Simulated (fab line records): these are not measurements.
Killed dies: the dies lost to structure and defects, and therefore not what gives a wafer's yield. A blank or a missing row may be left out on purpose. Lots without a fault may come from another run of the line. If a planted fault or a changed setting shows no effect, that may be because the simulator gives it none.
Matching of chambers | flow n5-finfet | N5_BEOL_M11_DESCUM_33 on rie-diel-02: 4 sister chambers
The step chemistry O2, time 7.9 s. 18 wafers are shown with their chamber, then 9 later ones without.

== EACH WAFER AND ITS CHAMBER ==
wafer  | chamber | drypump-motor-current-A (A) | throttle-valve-pct (%) | showerhead-plenum-p-Torr (Torr)
L077.2 | 1       | 5.65                        | 20.47                  | 2.03
L077.3 | 2       | 5.87                        | 20.03                  | 2.12
L077.5 | 2       | 5.83                        | 20.01                  | 2.12
L078.2 | 0       | 5.09                        | 20.21                  | 2.16
L078.3 | 2       | 5.84                        | 20.02                  | 2.12
L078.6 | 2       | 5.86                        | 20.03                  | 2.12
L079.1 | 2       | 5.82                        | 20.03                  | 2.11
L079.4 | 3       | 5.32                        | 20.51                  | 2.00
L079.6 | 1       | 5.65                        | 20.47                  | 2.02
L081.3 | 1       | 5.64                        | 20.48                  | 2.02
L081.4 | 2       | 5.84                        | 20.03                  | 2.11
L081.5 | 3       | 5.33                        | 20.51                  | 1.99
L084.1 | 1       | 5.67                        | 20.48                  | 2.02
L084.2 | 3       | 5.34                        | 20.51                  | 1.99
L084.6 | 1       | 5.67                        | 20.47                  | 2.02
L087.1 | 1       | 5.67                        | 20.50                  | 2.02
L087.5 | 2       | 5.82                        | 20.07                  | 2.11
L087.6 | 1       | 5.69                        | 20.50                  | 2.02

SIGNATURES (means of the wafers above)
reading                  | chamber 0 | chamber 1 | chamber 2 | chamber 3 | scatter within a chamber
drypump-motor-current-A  | 5.0900    | 5.6629    | 5.8400    | 5.3300    | 0.0172
throttle-valve-pct       | 20.2100   | 20.4814   | 20.0314   | 20.5100   | 0.0151
showerhead-plenum-p-Torr | 2.1600    | 2.0214    | 2.1157    | 1.9933    | 0.00481
Rule: a wafer lies at a distance from a chamber equal to the root of the sum of squares, over the readings, of (its reading less the chamber's mean, divided by the reading's scatter). If the next closest chamber is less than 2 further off than the closest, the wafer can't be placed; otherwise it belongs to the closest. The scatter is the square root of a quotient: the sum, over the shown wafers, of each reading's squared deviation from its chamber's mean, divided by wafers minus chambers.

== WAFERS WITHOUT THEIR CHAMBER ==
wafer  | drypump-motor-current-A (A) | throttle-valve-pct (%) | showerhead-plenum-p-Torr (Torr)
L089.1 | 5.32                        | 20.53                  | 1.99
L089.3 | 5.64                        | 20.50                  | 2.02
L089.4 | 5.87                        | 20.07                  | 2.11
L093.1 | 5.33                        | 20.56                  | 1.99
L093.4 | 5.80                        | 20.09                  | 2.10
L093.6 | 5.80                        | 20.07                  | 2.10
L095.3 | 5.11                        | 20.27                  | 2.14
L095.5 | 5.13                        | 20.28                  | 2.14
L095.6 | 5.33                        | 20.56                  | 1.98

== CHAMBER TAKEN BY EACH ==
wafer  | from the rows above | in truth
L089.1 | 3                   | 3
L089.3 | 1                   | 1
L089.4 | 2                   | 2
L093.1 | 3                   | 3
L093.4 | 2                   | 2
L093.6 | 2                   | 2
L095.3 | 0                   | 0
L095.5 | 0                   | 0
L095.6 | 3                   | 3
9 of 9 placed correctly. Number that these rows cannot place: 0. Wrongly placed: 0.
